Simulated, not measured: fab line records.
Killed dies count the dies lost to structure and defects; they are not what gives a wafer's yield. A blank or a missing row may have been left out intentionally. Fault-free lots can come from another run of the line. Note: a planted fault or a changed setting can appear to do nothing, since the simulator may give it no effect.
A lot that was struck, set against a sound lot || flow n5Finfet || 17 steps out of a route of 1938
Sound: wafers L539.2, L539.3, L539.6. Wafers L533.1, L533.4, L533.5 were the ones struck. Last of all comes the cause.
For every step that has rows: the tool of each side, followed by ch and its chambers, followed by its first start. Under that, the readings that differ: sound wafers || struck wafers || difference of the means || sigmas: that difference in standard deviations of wafers without a fault.
alike: readings with means less than 2 such deviations apart, plus words and numbers identical on both sides. not compared: withheld readings, readings lacking a value on some wafer, bounds such as >300 that could conceal the same value, and numbers that have no deviation in the record and whose values overlap.
A row with sigmas, a row that says differs or no value, or rows on one side alone: a step with any of these is where the two part. Numbers that don't overlap but have no deviation are shown without sigmas and don't part them. A reading missing from all wafers of one side parts the sides only when that side holds two or more wafers.

first, 7 steps without rows for these wafers: N5_FIN_CUT_COAT_29 (time 60 s, resist thk 10 nm); N5_FIN_CUT_COAT_02 (resist thk 30 nm); N5_FIN_CUT_EBR_04; N5_FIN_CUT_SOFTBAKE_03 (time 60 s); N5_FIN_CUT_EXPOSE_05 (exposes mask FIN CUT); N5_FIN_CUT_PEB_06 (peb time 60 s); N5_FIN_CUT_DEVELOP_07 (develop time 30 s).
N5_FIN_CUT_CD_MEAS_08 targets a cd of 29.1 nm.
  sound on cdSem-02 ch 0, day 5 17:05; struck on cdSem-01 ch 0, day 4 03:47
  alike: cdNm
N5_FIN_CUT_OVL_MEAS_09:
  sound on overlay-01 ch 0, day 5 17:07; struck on overlay-02 ch 0, day 4 03:49
  alike: FIN_CUT_OVL
N5_FIN_CUT_INSPECT_10: inspects for defects (brightfield).
  struck on defectInspect-02, day 4 03:53; sound on defectInspect-01, day 5 17:11
{"reading": "rawDefectCount", "sound": "28 34 30", "struck": "64 55 53", "difference": "+27", "sigmas": "+2"}
N5_FIN_CUT_DESCUM_13: chemistry O2, time 7 s.
  sound on rieDiel-05 ch 0,3, day 5 17:13; struck on rieDiel-04 ch 0,1,3, day 4 03:55
  alike: drypumpMotorCurrentA, oesProductAu, rfVppV, showerheadPlenumPTorr, throttleValvePct
  not compared: rfHoursCounterH
N5_FIN_CUT_ETCH_30: etches underlayer in N2/H2, target depth 13 nm, time 10.4 s.
  sound on rieDiel-05 ch 0,3, day 5 17:15; struck on rieDiel-04 ch 0,1,3, day 4 03:57
  alike: biasW, chamberPressureMTorr, drypumpMotorCurrentA, etchRfOnTimeS, oesProductAu, rfVppV, showerheadPlenumPTorr, throttleValvePct
  not compared: rfHoursCounterH
N5_FIN_CUT_ETCH_20: etches SiARC in CF4, target depth 26 nm, time 43.3 s.
  sound on rieDiel-05 ch 0,3, day 5 17:16; struck on rieDiel-04 ch 0,1,3, day 4 03:58
  no value came back on the struck wafers for any of 8 readings (biasW (W), cf4FlowSccm (sccm) and others); on the sound wafers biasW (W) reads 36.30 36.00 36.10
{"reading": "model.CAR-EUV_of_FIN_CUT_COAT_02.thkNm (nm)", "sound": "0 0 0", "struck": "14.6 14.8 14.8", "difference": "+14.7", "sigmas": ""}
{"reading": "model.underlayer_of_FIN_CUT_COAT_29.thkNm (nm)", "sound": "9.2 9.2 9.2", "struck": "10 10 10", "difference": "+1", "sigmas": ""}
  not compared: rfHoursCounterH
N5_FIN_CUT_ETCH_21: etches SOC in N2/H2, target depth 219 nm, overetch 43.8 nm, time 523.5 s.
  sound on rieDiel-05 ch 0,3, day 5 17:18; struck on rieDiel-04 ch 0,1,3, day 4 04:00
{"reading": "oesProductAu (a.u.)", "sound": "0.66 0.66 0.65", "struck": "0.29 0.32 0.29", "difference": -0.36, "sigmas": -4}
  alike: biasW, chamberPressureMTorr, drypumpMotorCurrentA, rfVppV, showerheadPlenumPTorr, throttleValvePct
  not compared: rfHoursCounterH
then, 1 step without rows for these wafers: N5_FIN_CUT_STRIP_23 (strips in N2/H2).
N5_BEOL_M4_RC_MEAS_101:
  the record has rows for the sound wafers here (prober-02 ch 0, day 11 03:17) and none for the struck ones
-- the record jumps here: 10 days lie between the struck wafers' starts before and after (it left off in module BEOL_M4 and takes up again in module PASSIVATION, whose first step shown is number 1936 of the route) --
N5_PASSIVATION_PROBE_49:
  struck on prober-01, day 14 02:07; sound on prober-01, day 15 18:20
{"reading": "killedAtFrontEnd", "sound": "45 45 39", "struck": "1093 1104 1108", "difference": "+1059", "sigmas": "+96"}
{"reading": "killedDies", "sound": "102 85 87", "struck": "1180 1180 1180", "difference": "+1089", "sigmas": "+68"}
{"reading": "killedOnRim", "sound": "14 10 18", "struck": "152 152 152", "difference": "+138", "sigmas": "+33"}
{"reading": "killedOpen", "sound": "62 55 64", "struck": "79 96 82", "difference": "+25", "sigmas": "+2"}
  alike: killed_at_M0_to_M3, killed_at_M4_up, killedAtContacts, killedAtOther, killedShort

WHERE THEY PART
Last at N5_PASSIVATION_PROBE_49 as far as this record goes, first at N5_FIN_CUT_INSPECT_10.

WHY: what the simulator had put in
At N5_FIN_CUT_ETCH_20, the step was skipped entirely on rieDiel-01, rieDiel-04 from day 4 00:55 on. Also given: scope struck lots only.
